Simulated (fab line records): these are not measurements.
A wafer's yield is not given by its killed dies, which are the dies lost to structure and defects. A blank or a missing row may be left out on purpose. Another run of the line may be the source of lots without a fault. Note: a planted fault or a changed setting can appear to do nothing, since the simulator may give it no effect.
fab line records    flow n5_finfet
record: lots: 7  wafers: 19  last_day: 17
route steps=1938 shown BEOL_M4@1111 BEOL_M11@1540 PASSIVATION@1936
lots with no fault: from the same line, run without faults
start_h: the number of hours between the record's first day and the start of the first shown wafer of the lot    wait_h: hours elapsed since this lot's preceding step    " same as the row above    L1.1+2: a single row standing in for several wafers    - either no value or no given start    * or withheld: withheld    < > ~ a bound
route shown NAME@n: NAME is a module with steps in the file, n the number in the route of the first one    usual: average and standard deviation across the fault-free wafers    same: alike in all rows    chamber/n: place in a boat    sites: readings site by site    _std_site: standard deviation across them    _edge_site: inner sites' mean taken away from outer sites' mean    radius_mm: for every site, how far away it sits from the centre of the wafer    mask NAME#n: copy n    behind: the last tool/chamber to shape the wafer    hold: cause of the lot's hold/its duration in hours/its outcome    device: names the non-switching transistor (n, p or np)    end of line: the tests these same wafers got at the end of their route    a step without rows: its recipe alone    killed: not the wafer's yield, but the dies lost to structure and defects at the first sort    map: a wafer's dies, x killed, . not, _ none there
set.NAME: the setting as run; set.NAME@STEP: as run at that earlier step    model.NAME: the simulator's own value behind a step, which no gauge read
route steps across a sampled set of lots; one table per step, one row per wafer
services: a tool's chamber out of use, with start hour (start_h, from the record's first day; less than 0 if before it), hours out, and reason
== steps ==
step: N5_BEOL_M4_RC_MEAS_101
usual: DIBL_N: 36.4/1.5  DIBL_P: 36.6/1.9  IOFF_N: 0.155/0.021  IOFF_P: 0.211/0.028  ION_N: 671/8.6  ION_P: 462/5.8  SS_N: 71.5/0.5  SS_P: 73.4/0.58  VT_N: 250.1/2.4  VT_P: -250.1/3
lot.wafer  tool       chamber  start_h  wait_h  DIBL_N[mV/V]  DIBL_P[mV/V]  IOFF_N[nA/um]  IOFF_P[nA/um]  ION_N[uA/um]  ION_P[uA/um]  SS_N[mV/dec]  SS_P[mV/dec]  VT_N[mV]  VT_P[mV]
L901.1     prober-01  0        176.48   0.0     35.7          35.7          0.152          0.207          677           464           71.3          73.3          249.9     -250.3
L901.2     "          0        "        "       36.7          36.6          0.157          0.215          676           468           71.8          73.8          249.4     -251.7
L901.4     "          0        "        "       35.8          35.5          0.149          0.198          664           460           71.7          74.5          251.1     -249.5
L903.1     prober-01  0        186.47   0.0     37.2          39.2          0.161          0.217          673           462           71.3          73.6          252.4     -251.4
L903.5     "          0        "        "       38.2          39.4          0.176          0.220          674           460           72.0          73.9          250.6     -250.6
L903.6     "          0        "        "       34.9          36.1          0.127          0.173          660           453           71.1          72.8          256.3     -252.3
L912.2     prober-01  0        236.81   0.2     34.5          32.8          0.128          0.193          666           461           70.5          73.8          250.2     -249.4
L912.5     "          0        "        "       38.3          37.4          0.196          0.279          681           475           71.3          73.9          242.4     -240.7
L912.6     "          0        "        "       37.3          35.7          0.183          0.255          686           479           72.2          73.6          245.2     -242.6
L911.3     prober-02  0        237.28   0.3     38.7          38.5          0.179          0.225          667           459           71.6          74.1          249.6     -251.0
L911.4     "          0        "        "       37.9          37.2          0.162          0.197          675           458           72.3          73.1          250.2     -252.6
L915.1     prober-02  0        253.13   0.0     36.7          36.3          0.153          0.211          667           461           71.8          73.5          250.2     -251.3
L915.3     "          0        "        "       37.1          36.5          0.157          0.212          678           467           71.4          73.0          248.7     -250.3
L921.1     prober-01  0        303.81   0.0     39.8          41.7          0.233          0.282          702           480           72.2          74.6          243.9     -246.3
L921.4     "          0        "        "       39.0          41.0          0.208          0.272          686           467           72.0          74.7          247.7     -247.1
L921.6     "          0        "        "       38.5          39.3          0.171          0.232          672           463           71.9          73.8          251.6     -249.3
L923.3     prober-02  0        308.56   0.3     37.5          37.3          0.160          0.168          675           452           72.1          73.6          248.8     -257.4
L923.4     "          0        "        "       36.8          37.3          0.155          0.173          675           458           70.9          73.6          248.2     -256.5
L923.5     "          0        "        "       38.2          38.1          0.175          0.183          691           461           71.8          73.1          247.3     -256.1
step: N5_BEOL_M11_HM_DEP_02
recipe: material: TiN  target_thk_a: 200  temp_c: 25  chamber_pressure_pa: 0.49996
usual: throttle_valve_pct: 30.0/0.99
lot.wafer  tool            chamber  start_h  wait_h  throttle_valve_pct
L903.1     pvd_sputter-01  -        236.34   0.8     30.2
L903.5     "               -        "        "       30.7
L903.6     "               -        "        "       29.6
L901.1     pvd_sputter-01  -        239.22   1.5     30.2
L901.2     "               -        "        "       29.8
L901.4     "               -        "        "       30.1
L911.3     pvd_sputter-01  -        291.58   0.7     30.8
L911.4     "               -        "        "       29.5
L912.2     pvd_sputter-01  -        291.92   0.5     30.8
L912.5     "               -        "        "       29.5
L912.6     "               -        "        "       30.4
L915.1     pvd_sputter-01  -        310.79   1.3     30.9
L915.3     "               -        "        "       30.5
L921.1     pvd_sputter-01  -        365.09   3.1     29.9
L921.4     "               -        "        "       29.6
L921.6     "               -        "        "       29.9
L923.3     pvd_sputter-01  -        365.19   2.7     30.6
L923.4     "               -        "        "       30.6
L923.5     "               -        "        "       29.2
step: N5_BEOL_M11_STRIP_19
recipe: chemistry: O2  power_w: 400  temp_c: 40  pressure_mtorr: 30  rf_frequency_hz: 6e+07  bias_power_w: 0  overash_fraction: 0.2  o2_flow_sccm: 225
usual: drypump_motor_current_A: 5.5/0.45  oes_product_au: 0.78/0.086  rf_vpp_V: 3.7/0.57  showerhead_plenum_p_Torr: 2.09/0.056  throttle_valve_pct: 16.68/0.18
lot.wafer  tool         chamber  start_h  wait_h  drypump_motor_current_A  oes_product_au  rf_hours_counter_h  rf_vpp_V  showerhead_plenum_p_Torr  throttle_valve_pct
L903.1     rie_diel-05  2        237.18   0.1     6.4                      0.68            234                 3.6       1.99                      17.06
L903.5     "            3        "        "       5.5                      0.73            -                   3.1       2.00                      16.83
L903.6     "            2        "        "       6.4                      0.68            -                   3.8       1.99                      17.08
L901.1     rie_diel-05  1        240.22   0.1     5.0                      0.70            226                 3.5       2.15                      16.61
L901.2     "            0        "        "       6.4                      0.67            250                 4.1       2.06                      17.07
L901.4     "            3        "        "       5.5                      0.73            182                 3.8       2.00                      16.84
L911.3     rie_diel-03  3        292.43   0.1     5.3                      0.67            235                 3.2       2.06                      16.70
L911.4     "            2        "        "       4.8                      0.88            41                  3.3       2.14                      16.57
L912.2     rie_diel-05  3        292.89   0.1     5.5                      0.72            207                 2.5       1.99                      16.88
L912.5     "            0        "        "       6.4                      0.94            -                   4.0       2.06                      16.64
L912.6     "            1        "        "       5.0                      0.69            -                   3.2       2.14                      16.62
L915.1     rie_diel-03  2        312.01   0.2     4.8                      0.87            48                  3.2       2.13                      16.60
L915.3     "            1        "        "       5.4                      0.76            150                 4.8       2.09                      16.59
L921.1     rie_diel-02  1        365.97   0.1     5.4                      0.81            79                  3.5       2.13                      16.51
L921.4     "            3        "        "       5.8                      0.70            220                 3.4       2.16                      16.82
L921.6     "            2        "        "       5.2                      0.73            -                   3.5       2.08                      16.92
L923.3     rie_diel-03  1        366.26   0.1     5.4                      0.75            170                 3.2       2.09                      16.63
L923.4     "            2        "        "       4.9                      0.84            66                  3.0       2.13                      16.63
L923.5     "            1        "        "       5.4                      0.75            -                   4.2       2.09                      16.61
step: N5_BEOL_M11_ETCH_65
recipe: chemistry: CF4  target: SiARC  target_depth_a: 390  mask_material: CAR-ArF  time_s: 65  ion_energy_ev: 80  pressure_mtorr: 40  source_w: 545  bias_w: 36  Ar_flow_sccm: 100  cf4_flow_sccm: 100  ends: cleared
usual: drypump_motor_current_A: 5.5/0.46  etch_rf_on_time_s: 64.6/0.91  oes_product_au: 0.69/0.079  rf_fwd_power_W: 538.9/2.3  rf_vpp_V: 184.3/1.2  showerhead_plenum_p_Torr: 2.16/0.065  throttle_valve_pct: 15.55/0.21
lot.wafer  tool         chamber  start_h  wait_h  drypump_motor_current_A  etch_rf_on_time_s  oes_product_au  rf_fwd_power_W  rf_hours_counter_h  rf_vpp_V  showerhead_plenum_p_Torr  throttle_valve_pct
L903.1     rie_diel-03  3        238.45   0.0     5.3                      66.0               0.59            541.7           211                 184.1     2.12                      15.69
L903.5     "            0        "        "       5.5                      65.4               0.68            542.2           -                   183.9     2.15                      15.49
L903.6     "            2        "        "       4.8                      64.2               0.79            535.9           -                   183.6     2.19                      15.48
L901.1     rie_diel-03  2        240.93   0.0     4.8                      63.5               0.79            536.0           25                  185.0     2.19                      15.48
L901.2     "            3        "        "       5.4                      65.1               0.59            544.2           213                 183.4     2.12                      15.68
L901.4     "            1        "        "       5.4                      64.1               0.68            538.1           122                 183.3     2.15                      15.48
L912.2     rie_diel-03  0        294.29   0.0     5.6                      64.7               0.66            541.3           137                 183.9     2.14                      15.53
L912.5     "            1        "        "       5.4                      64.4               0.66            537.9           -                   183.4     2.14                      15.53
L912.6     "            0        "        "       5.5                      64.4               0.66            541.5           -                   186.2     2.14                      15.54
L911.3     rie_diel-02  1        294.47   0.0     5.4                      64.8               0.71            539.3           62                  185.4     2.16                      15.34
L911.4     "            0        "        "       5.9                      65.6               0.73            538.9           -                   186.6     2.25                      15.14
L915.1     rie_diel-02  1        313.66   0.0     5.4                      65.7               0.69            540.3           65                  184.9     2.16                      15.34
L915.3     "            0        "        "       5.9                      66.4               0.73            538.5           65                  186.0     2.25                      15.17
L921.1     rie_diel-05  0        368.07   0.0     6.4                      63.2               0.77            539.2           39                  183.3     2.10                      15.63
L921.4     "            0        "        "       6.4                      64.1               0.76            538.4           -                   182.7     2.10                      15.63
L921.6     "            2        "        "       6.4                      63.8               0.78            536.4           -                   186.3     2.27                      15.53
L923.3     rie_diel-03  1        368.75   0.0     5.4                      64.3               0.65            539.6           170                 183.6     2.14                      15.59
L923.4     "            2        "        "       4.8                      63.9               0.73            536.7           67                  184.8     2.17                      15.57
L923.5     "            2        "        "       4.8                      63.1               0.72            534.3           -                   185.3     2.17                      15.56
step: N5_BEOL_M11_VIA_ETCH_34
recipe: chemistry: C4F6/O2  target: SiCOH_lowk  target_depth_a: 1845  mask_material: SOC  taper_deg: 4  time_s: 69.2  ion_energy_ev: 250  pressure_mtorr: 30  source_w: 345  bias_w: 185  Ar_flow_sccm: 300  C4F6_flow_sccm: 10  O2_flow_sccm: 10
usual: O2_flow_sccm: 10.002/0.029  drypump_motor_current_A: 5.6/0.45  oes_ar_750_au: 0.80/0.087  oes_o_777_au: 0.80/0.085  oes_product_au: 0.80/0.093  rf_fwd_power_W: 342.3/1.2  rf_vpp_V: 664/12  showerhead_plenum_p_Torr: 2.86/0.086  throttle_valve_pct: 20.85/0.22
lot.wafer  tool         chamber  start_h  wait_h  O2_flow_sccm  drypump_motor_current_A  oes_ar_750_au  oes_o_777_au  oes_product_au  rf_fwd_power_W  rf_hours_counter_h  rf_vpp_V  showerhead_plenum_p_Torr  throttle_valve_pct
L903.1     rie_diel-03  3        238.62   0.0     9.985         5.3                      0.70           0.70          0.70            343.8           211                 662       2.83                      20.97
L903.5     "            0        "        "       10.014        5.5                      0.78           0.81          0.80            343.4           -                   654       2.85                      20.73
L903.6     "            2        "        "       9.951         4.8                      0.92           0.92          0.92            342.1           -                   655       2.91                      20.85
L901.1     rie_diel-03  2        241.11   0.0     10.046        4.8                      0.91           0.92          0.91            339.9           25                  656       2.91                      20.84
L901.2     "            3        "        "       10.029        5.4                      0.70           0.70          0.70            343.7           213                 662       2.83                      20.98
L901.4     "            1        "        "       9.981         5.4                      0.80           0.80          0.80            341.2           122                 661       2.87                      20.84
L912.2     rie_diel-03  0        294.47   0.0     10.003        5.6                      0.77           0.79          0.76            342.3           137                 654       2.84                      20.77
L912.5     "            1        "        "       9.986         5.4                      0.78           0.78          0.29            342.0           -                   660       2.86                      20.68
L912.6     "            0        "        "       9.999         5.5                      0.77           0.79          0.77            341.8           -                   654       2.84                      20.78
L911.3     rie_diel-02  1        294.64   0.0     10.051        5.4                      0.81           0.81          0.31            343.9           62                  673       2.87                      20.45
L911.4     "            0        "        "       9.996         5.9                      0.85           0.85          0.87            341.4           -                   676       3.00                      20.41
L915.1     rie_diel-02  1        313.84   0.0     9.980         5.4                      0.81           0.81          0.83            342.0           65                  674       2.87                      20.64
L915.3     "            0        "        "       9.962         5.9                      0.85           0.84          0.32            343.5           65                  677       2.99                      20.26
L921.1     rie_diel-05  0        368.25   0.0     10.039        6.5                      0.89           0.90          0.89            341.3           39                  666       2.79                      21.01
L921.4     "            0        "        "       10.033        6.4                      0.89           0.89          0.90            340.7           -                   666       2.79                      21.00
L921.6     "            2        "        "       10.009        6.4                      0.89           0.90          0.90            341.8           -                   687       3.01                      20.84
L923.3     rie_diel-03  1        368.92   0.0     10.020        5.4                      0.76           0.76          0.74            342.1           170                 657       2.85                      20.90
L923.4     "            2        "        "       9.999         4.8                      0.84           0.86          0.84            342.0           67                  654       2.89                      20.89
L923.5     "            2        "        "       10.003        4.8                      0.84           0.85          0.84            341.0           -                   654       2.89                      20.91
step: N5_BEOL_M11_ETCH_41
recipe: chemistry: CH3F/O2  target: SiCN  target_depth_a: 426  taper_deg: 2  time_s: 86  ion_energy_ev: 120  mask_material: TiN  pressure_mtorr: 30  source_w: 395  bias_w: 75  Ar_flow_sccm: 150  CH3F_flow_sccm: 30  O2_flow_sccm: 20
usual: CH3F_flow_sccm: 30.01/0.088  O2_flow_sccm: 20.00/0.056  drypump_motor_current_A: 5.6/0.45  oes_product_au: 0.80/0.094  rf_fwd_power_W: 392.5/1.3  rf_vpp_V: 297.7/1.5  showerhead_plenum_p_Torr: 2.01/0.063  throttle_valve_pct: 16.27/0.22
lot.wafer  tool         chamber  start_h  wait_h  CH3F_flow_sccm  O2_flow_sccm  drypump_motor_current_A  oes_product_au  rf_fwd_power_W  rf_hours_counter_h  rf_vpp_V  showerhead_plenum_p_Torr  throttle_valve_pct
L903.1     rie_diel-03  3        -        -       30.09           20.01         5.4                      0.69            393.2           212                 296.6     1.99                      16.41
L903.5     "            0        "        "       30.08           20.05         5.5                      0.79            393.5           -                   297.3     2.00                      16.21
L903.6     "            2        "        "       30.01           19.90         4.8                      0.91            389.6           -                   297.2     2.05                      16.18
L901.1     rie_diel-03  2        -        -       29.99           20.03         4.8                      0.93            392.2           25                  298.9     2.05                      16.20
L901.2     "            3        "        "       30.06           19.99         5.3                      0.70            392.7           213                 297.8     1.99                      16.41
L901.4     "            1        "        "       29.95           19.93         5.4                      0.80            392.9           122                 299.1     2.02                      16.21
L912.2     rie_diel-03  0        -        -       30.05           19.96         5.5                      0.77            393.2           137                 298.9     2.00                      16.22
L912.5     "            1        "        "       30.19           20.02         5.4                      0.77            392.4           -                   296.7     2.01                      16.29
L912.6     "            0        "        "       30.08           19.95         5.5                      0.76            391.8           -                   295.4     2.00                      16.22
L911.3     rie_diel-02  1        -        -       30.03           20.04         5.4                      0.82            389.9           62                  298.9     2.02                      16.03
L911.4     "            0        "        "       30.00           19.95         5.9                      0.86            393.2           -                   298.8     2.11                      15.84
L915.1     rie_diel-02  1        -        -       29.85           20.08         5.4                      0.83            394.1           65                  298.6     2.02                      16.06
L915.3     "            0        "        "       29.98           19.95         5.9                      0.86            393.4           66                  299.6     2.11                      15.87
L921.1     rie_diel-05  0        -        -       29.98           20.07         6.4                      0.89            390.6           40                  297.3     1.96                      16.35
L921.4     "            0        "        "       30.07           20.01         6.5                      0.89            390.6           -                   296.5     1.96                      16.34
L921.6     "            2        "        "       29.91           20.06         6.4                      0.90            392.4           -                   299.8     2.12                      16.24
L923.3     rie_diel-03  1        -        -       30.14           19.95         5.4                      0.75            392.0           171                 297.0     2.00                      16.33
L923.4     "            2        "        "       30.03           19.97         4.8                      0.85            391.1           67                  298.1     2.03                      16.28
L923.5     "            2        "        "       29.97           19.98         4.8                      0.85            391.3           -                   297.1     2.03                      16.28
step: N5_BEOL_M11_OCD_MEAS_38
usual: trench_depth_nm: 149.3/2.1
lot.wafer  tool    chamber  start_h  wait_h  trench_depth_nm
L903.1     ocd-02  -        238.91   -       145.5
L903.5     "       -        "        "       150.1
L903.6     "       -        "        "       150.6
L901.1     ocd-01  -        241.39   -       152.1
L901.2     "       -        "        "       147.2
L901.4     "       -        "        "       151.8
L912.2     ocd-02  -        294.75   -       149.3
L912.5     "       -        "        "       -
L912.6     "       -        "        "       149.0
L911.3     ocd-02  -        294.93   -       -
L911.4     "       -        "        "       148.8
L915.1     ocd-01  -        314.12   -       152.5
L915.3     "       -        "        "       -
L921.1     ocd-02  -        368.53   -       148.5
L921.4     "       -        "        "       150.3
L921.6     "       -        "        "       152.6
L923.3     ocd-01  -        369.21   -       148.7
L923.4     "       -        "        "       150.7
L923.5     "       -        "        "       150.0
step: N5_BEOL_M11_CD_MEAS_35
recipe: target_cd_nm: 70  polarity: opening
usual: cd_nm: 69.9/0.47
lot.wafer  tool       chamber  start_h  wait_h  cd_nm
L903.1     cd_sem-02  -        239.07   0.0     69.7
L903.5     "          -        "        "       69.0
L903.6     "          -        "        "       70.0
L901.1     cd_sem-01  -        241.54   0.0     70.2
L901.2     "          -        "        "       70.3
L901.4     "          -        "        "       70.7
L912.2     cd_sem-01  -        294.90   0.0     69.3
L912.5     "          -        "        "       -
L912.6     "          -        "        "       69.4
L911.3     cd_sem-03  -        295.08   0.0     -
L911.4     "          -        "        "       69.8
L915.1     cd_sem-02  -        314.37   0.0     69.3
L915.3     "          -        "        "       -
L921.1     cd_sem-01  -        368.69   0.0     70.8
L921.4     "          -        "        "       70.6
L921.6     "          -        "        "       70.5
L923.3     cd_sem-02  -        369.36   0.0     70.1
L923.4     "          -        "        "       69.8
L923.5     "          -        "        "       69.7
step: N5_PASSIVATION_PROBE_49
usual: defect_limited_yield: 91.5/1.4  killed_at_M0_to_M3: 33/10  killed_at_M4_up: 13/5  killed_at_contacts: 13/5.6  killed_at_front_end: 38/12  killed_at_other: 3.9/2.7  killed_dies: 100/16  killed_on_rim: 13/4  killed_open: 66/13  killed_short: 32/7.2  sort_bin_5_function: 5.0/0.97  sort_bin_6_memory: 3.2/0.61  sort_n_pass: 1080/16  sort_yield_pct: 91.5/1.4
same: gross_dies: 1180  killed_at_back_side: 0  sort_bin_4_leakage[%]: 0  sort_bin_8_speed[%]: 0
lot.wafer  tool       chamber  start_h  wait_h  defect_limited_yield[%]  killed_at_M0_to_M3  killed_at_M4_up  killed_at_contacts  killed_at_front_end  killed_at_other  killed_dies  killed_on_rim  killed_open  killed_short  sort_bin_5_function[%]  sort_bin_6_memory[%]  sort_n_pass  sort_yield_pct[%]
L903.1     prober-02  -        283.76   0.0     90.5                     53                  9                14                  32                   4                112          11             70           42            5.6                     3.7                   1068         90.5
L903.5     prober-02  -        283.96   0.2     90.7                     23                  21               17                  46                   3                110          14             74           35            5.9                     2.9                   1070         90.7
L903.6     prober-02  -        284.01   0.3     88.8                     20                  18               14                  71                   9                132          16             88           42            6.7                     3.8                   1048         88.8
L901.1     prober-02  -        289.35   0.0     90.7                     40                  13               5                   52                   0                110          17             71           37            5.8                     3.2                   1070         90.7
L901.2     prober-02  -        289.40   0.1     90.1                     25                  17               19                  47                   9                117          18             81           33            5.8                     4.0                   1063         90.1
L901.4     prober-02  -        289.50   0.2     92.1                     30                  15               7                   36                   5                93           14             62           30            5.0                     2.5                   1087         92.1
L911.3     prober-02  -        336.39   0.1     0                        46                  1089             1                   42                   2                1180         152            50           48            97.0                    2.7                   0            0
L911.4     prober-02  -        336.44   0.2     89.6                     45                  7                20                  43                   8                123          17             80           40            5.4                     4.8                   1057         89.6
L912.2     prober-01  -        337.06   0.1     89.0                     31                  14               28                  55                   2                130          13             87           41            6.6                     4.2                   1050         89.0
L912.5     prober-01  -        337.21   0.2     0                        43                  1080             20                  32                   5                1180         152            74           39            95.5                    3.8                   0            0
L912.6     prober-01  -        337.26   0.3     91.7                     43                  4                15                  34                   2                98           12             68           30            4.2                     3.8                   1082         91.7
L915.1     prober-02  -        356.75   0.0     92.6                     29                  19               18                  21                   0                87           13             54           33            4.6                     2.5                   1093         92.6
L915.3     prober-02  -        356.85   0.1     0                        52                  1089             12                  24                   3                1180         152            74           29            96.8                    3.0                   0            0
L921.1     prober-02  -        414.29   0.0     91.6                     20                  19               9                   49                   2                99           15             70           29            4.9                     3.1                   1081         91.6
L921.4     prober-02  -        414.44   0.2     93.1                     12                  20               12                  35                   3                82           12             57           25            4.2                     2.5                   1098         93.1
L921.6     prober-02  -        414.54   0.3     93.6                     19                  16               11                  26                   4                76           10             54           22            3.4                     3.1                   1104         93.6
killed by level:class
L903.1 BEOL_M1:geometric_particle:open=20 BEOL_M2:geometric_particle:open=10 FIN_SAQP:geometric_particle:short=9 MOL_CONTACT_COAG:geometric_particle:open=9 FIN_SAQP:geometric_particle:open=8 STARTING-WAFER:geometric_particle:short=7 BEOL_M0_SAQP:geometric_particle:short=6 BEOL_M4:geometric_particle:open=6
L903.5 BEOL_M4:geometric_particle:open=15 MOL_CONTACT_COAG:geometric_particle:open=14 FIN_SAQP:geometric_particle:open=12 FIN_SAQP:geometric_particle:short=8 STI_FIN_REVEAL:geometric_particle:open=8 GATE_CUT:geometric_particle:short=6 BEOL_M0_SAQP:geometric_particle:short=5 BEOL_M1:geometric_particle:open=5
L903.6 FIN_SAQP:geometric_particle:open=22 FIN_SAQP:geometric_particle:short=17 BEOL_M4:geometric_particle:open=12 MOL_CONTACT_COAG:geometric_particle:open=11 STI_FIN_REVEAL:geometric_particle:open=10 BEOL_M2:geometric_particle:open=6 STARTING-WAFER:geometric_particle:open=6 BEOL_M3:geometric_particle:open=5
L901.1 STI_FIN_REVEAL:geometric_particle:open=15 BEOL_M3:geometric_particle:open=9 FIN_SAQP:geometric_particle:open=8 FIN_SAQP:geometric_particle:short=8 BEOL_M1:geometric_particle:short=7 BEOL_M0_SAQP:geometric_particle:open=6 BEOL_M1:geometric_particle:open=6 BEOL_M2:geometric_particle:short=6
L901.2 MOL_CONTACT_COAG:geometric_particle:open=17 FIN_SAQP:geometric_particle:short=12 STI_FIN_REVEAL:geometric_particle:open=12 FIN_SAQP:geometric_particle:open=9 BEOL_M4:geometric_particle:open=7 BEOL_M1:geometric_particle:open=6 MIM_BOT:geometric_particle:short=5 BEOL_M3:geometric_particle:open=4
L901.4 BEOL_M4:geometric_particle:open=13 BEOL_M1:geometric_particle:open=9 FIN_SAQP:geometric_particle:open=8 STI_FIN_REVEAL:geometric_particle:open=8 BEOL_M2:geometric_particle:short=7 MOL_CONTACT_COAG:geometric_particle:open=6 FIN_SAQP:geometric_particle:short=5 BEOL_M0_SAQP:geometric_particle:open=4
L911.3 BEOL_M11:area_open=1081 BEOL_M0_SAQP:geometric_particle:short=14 GATE_CUT:geometric_particle:short=12 BEOL_M0_SAQP:geometric_particle:open=10 FIN_SAQP:geometric_particle:open=5 FIN_SAQP:geometric_particle:short=5 SPACER0:geometric_particle:short=5 BEOL_M2:geometric_particle:open=5
L911.4 MOL_CONTACT_COAG:geometric_particle:open=16 BEOL_M2:geometric_particle:open=15 BEOL_M1:geometric_particle:open=12 SPACER0:geometric_particle:short=7 FIN_SAQP:geometric_particle:short=6 BEOL_M0_SAQP:geometric_particle:open=6 FIN_SAQP:geometric_particle:open=5 SPACER0:geometric_particle:open=5
L912.2 STI_FIN_REVEAL:geometric_particle:open=25 MOL_CONTACT_COAG:geometric_particle:open=20 FIN_SAQP:geometric_particle:open=9 BEOL_M0_SAQP:geometric_particle:open=9 BEOL_M0_SAQP:geometric_particle:short=9 FIN_SAQP:geometric_particle:short=8 MOL_CONTACT_COAG:geometric_particle:short=8 BEOL_M1:geometric_particle:open=7
L912.5 BEOL_M11:area_open=1066 MOL_CONTACT_COAG:geometric_particle:open=15 BEOL_M0_SAQP:geometric_particle:short=13 BEOL_M0_SAQP:geometric_particle:open=13 FIN_SAQP:geometric_particle:open=9 BEOL_M4:geometric_particle:open=7 FIN_SAQP:geometric_particle:short=6 STI_FIN_REVEAL:geometric_particle:open=6
L912.6 FIN_SAQP:geometric_particle:open=15 MOL_CONTACT_COAG:geometric_particle:open=14 BEOL_M2:geometric_particle:open=12 BEOL_M1:geometric_particle:open=7 BEOL_M3:geometric_particle:open=7 BEOL_M0_SAQP:geometric_particle:short=6 FIN_SAQP:geometric_particle:short=5 BEOL_M0_SAQP:geometric_particle:open=5
L915.1 MOL_CONTACT_COAG:geometric_particle:open=10 BEOL_M4:geometric_particle:open=9 MOL_CONTACT_COAG:geometric_particle:short=8 BEOL_M3:geometric_particle:open=8 FIN_SAQP:geometric_particle:open=4 BEOL_M0_SAQP:geometric_particle:short=4 BEOL_M2:geometric_particle:short=4 STI_FIN_REVEAL:geometric_particle:open=3
L915.3 BEOL_M11:area_open=1076 BEOL_M0_SAQP:geometric_particle:short=12 BEOL_M3:geometric_particle:open=11 MOL_CONTACT_COAG:geometric_particle:open=9 BEOL_M2:geometric_particle:open=8 BEOL_M0_SAQP:geometric_particle:open=6 BEOL_M4:geometric_particle:open=6 DUMMY_GATE:geometric_particle:open=5
L921.1 FIN_SAQP:geometric_particle:open=17 BEOL_M4:geometric_particle:open=12 FIN_SAQP:geometric_particle:short=8 MOL_CONTACT_COAG:geometric_particle:open=8 BEOL_M0_SAQP:geometric_particle:open=6 DUMMY_GATE:geometric_particle:short=4 GATE_CUT:geometric_particle:short=4 BEOL_M3:geometric_particle:open=4
L921.4 FIN_SAQP:geometric_particle:open=12 BEOL_M4:geometric_particle:open=9 MOL_CONTACT_COAG:geometric_particle:open=8 FIN_SAQP:geometric_particle:short=4 STI_FIN_REVEAL:geometric_particle:open=4 MOL_CONTACT_COAG:geometric_particle:short=4 STARTING-WAFER:geometric_particle:open=4 BEOL_M1:geometric_particle:open=3
L921.6 BEOL_M4:geometric_particle:open=11 MOL_CONTACT_COAG:geometric_particle:open=9 FIN_SAQP:geometric_particle:short=6 BEOL_M1:geometric_particle:open=6 BEOL_M0_SAQP:geometric_particle:open=5 FIN_SAQP:geometric_particle:open=3 STI_FIN_REVEAL:geometric_particle:open=3 GATE_CUT:geometric_particle:short=3
== services ==
tool         chamber  start_h  hours  kind
rie_diel-05  0        215.24   3.8    repair
rie_diel-05  0        241.21   -      clean
rie_diel-05  0        241.21   -      consumable_replace:focus_ring
rie_diel-05  0        241.21   16.2   scheduled_down
rie_diel-05  0        241.21   16.2   vent_cycle
rie_diel-02  -        243.38   28.1   pm
rie_diel-05  -        253.86   0.2    repair
rie_diel-05  2        270.57   -      clean
rie_diel-05  2        270.57   -      consumable_replace:focus_ring
rie_diel-05  2        270.57   -      consumable_replace:showerhead
rie_diel-05  2        270.57   31.4   scheduled_down
rie_diel-05  2        270.57   31.4   vent_cycle
rie_diel-02  3        290.29   7.6    repair
rie_diel-02  1        297.44   11.5   repair
rie_diel-03  0        312.23   12.7   repair
rie_diel-05  1        313.46   -      clean
rie_diel-05  1        313.46   -      consumable_replace:focus_ring
rie_diel-05  1        313.46   15.3   scheduled_down
rie_diel-05  1        313.46   15.3   vent_cycle
rie_diel-03  3        348.85   -      clean
rie_diel-03  3        348.85   -      consumable_replace:focus_ring
rie_diel-03  3        348.85   13.8   scheduled_down
rie_diel-03  3        348.85   13.8   vent_cycle
rie_diel-05  1        367.43   4.6    repair
== key ==
first_sign: step: N5_BEOL_M11_VIA_ETCH_34  reading: oes_product_au  direction: down  sigmas: 5.3  usual: 0.80  struck: 0.31
effect: step: N5_BEOL_M11_OCD_MEAS_38  reading: trench_depth_nm  direction: missing
effect: step: N5_BEOL_M11_CD_MEAS_35  reading: cd_nm  direction: missing
effect: step: N5_PASSIVATION_PROBE_49  reading: killed_at_M4_up  direction: up  sigmas: 99+  usual: 13  struck: 1086
more_kills_born_at: N5_BEOL_M11_HM_OPEN_17@rie_metal-03: 2147  N5_BEOL_M11_HM_OPEN_17@rie_metal-01: 1076
met_at N5_BEOL_M11_HM_DEP_02
struck_lots L911,L912,L915
struck_wafers L911.3,L912.5,L915.3
later_rows_left_out L911.3,L912.5,L915.3
not_acting_at N5_BEOL_M11_STRIP_19,N5_BEOL_M11_ETCH_65,N5_BEOL_M11_ETCH_41
onset_between 239.22 291.58
fault: kind: process_parameter_drift  tool: pvd_sputter-01  chamber: -  onset_h: 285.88  steps: N5_BEOL_M11_HM_DEP_02  channel: target_thk_a  offset: *  shape: step  end_h: 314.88  scope: struck_wafers_only  acts_in: *  stated: *
later_rows_left_out: the simulator's readings of these wafers behind a module that went badly wrong aren't trusted and aren't shown, but for the sort
